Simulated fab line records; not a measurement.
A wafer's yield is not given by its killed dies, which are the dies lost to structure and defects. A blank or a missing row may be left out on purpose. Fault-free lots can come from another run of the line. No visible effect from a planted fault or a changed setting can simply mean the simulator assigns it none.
Chamber matching | flow n5_finfet | ald_hk-02 running N5_HKMG_FIN_ALD_74: 4 sister chambers
The step deposits La2O3, target thk 0.5 nm, pulse time 6 s, co reactant pulse time 1 s. 14 wafers are shown with their chamber, then 7 later ones without.

== WAFERS PAIRED WITH THEIR CHAMBERS ==
wafer  | chamber | heater_power_w (W) | precursor_pulse_height_rel
L523.1 | 2       | 307                | 0.960
L523.3 | 1       | 322                | 0.976
L523.5 | 2       | 314                | 0.993
L525.3 | 0       | 365                | 1.007
L525.4 | 2       | 308                | 0.990
L525.6 | 2       | 309                | 0.995
L526.2 | 1       | 313                | 1.001
L526.4 | 2       | 304                | 1.046
L526.5 | 2       | 318                | 1.001
L527.1 | 2       | 315                | 0.989
L527.3 | 3       | 328                | 0.992
L527.5 | 2       | 313                | 1.002
L534.2 | 2       | 314                | 1.020
L534.4 | 1       | 325                | 1.004

SIGNATURES (averages over the wafers above)
reading                    | chamber 0 | chamber 1 | chamber 2 | chamber 3 | scatter within a chamber
heater_power_w             | 365.00    | 320.00    | 311.33    | 328.00    | 4.92
precursor_pulse_height_rel | 1.00700   | 0.99367   | 0.99956   | 0.99200   | 0.0221
Rule: for a wafer and a chamber, the distance is found by dividing, reading by reading, the gap between the wafer's reading and the chamber's mean by the reading's scatter, squaring, summing and taking the root. The wafer belongs to the nearest chamber; if the next one is less than 2 further off, it can't be placed. The scatter: the root of (the sum of the squares of (reading less its chamber's mean) over the shown wafers, divided by (wafers less chambers)).

== WAFERS WITH NO CHAMBER GIVEN ==
wafer  | heater_power_w (W) | precursor_pulse_height_rel
L534.6 | 335                | 1.007
L539.1 | 375                | 0.986
L539.3 | 303                | 0.995
L539.6 | 371                | 0.990
L540.1 | 378                | 1.008
L540.2 | 306                | 0.980
L540.3 | 345                | 1.027

== WHICH CHAMBER EACH ONE RAN IN ==
wafer  | from the rows above          | in truth
L534.6 | can't be placed: 3 or 1      | 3
L539.1 | 0                            | 0
L539.3 | can't be placed: 2 or 1      | 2
L539.6 | 0                            | 0
L540.1 | 0                            | 0
L540.2 | can't be placed: 2 or 1      | 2
L540.3 | can't be placed: 3 or 0 or 1 | 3
Correctly placed: 3 of 7. Can't be placed from these rows: 4 (the true chamber is among the candidates in 4). Wrongly placed: 0.
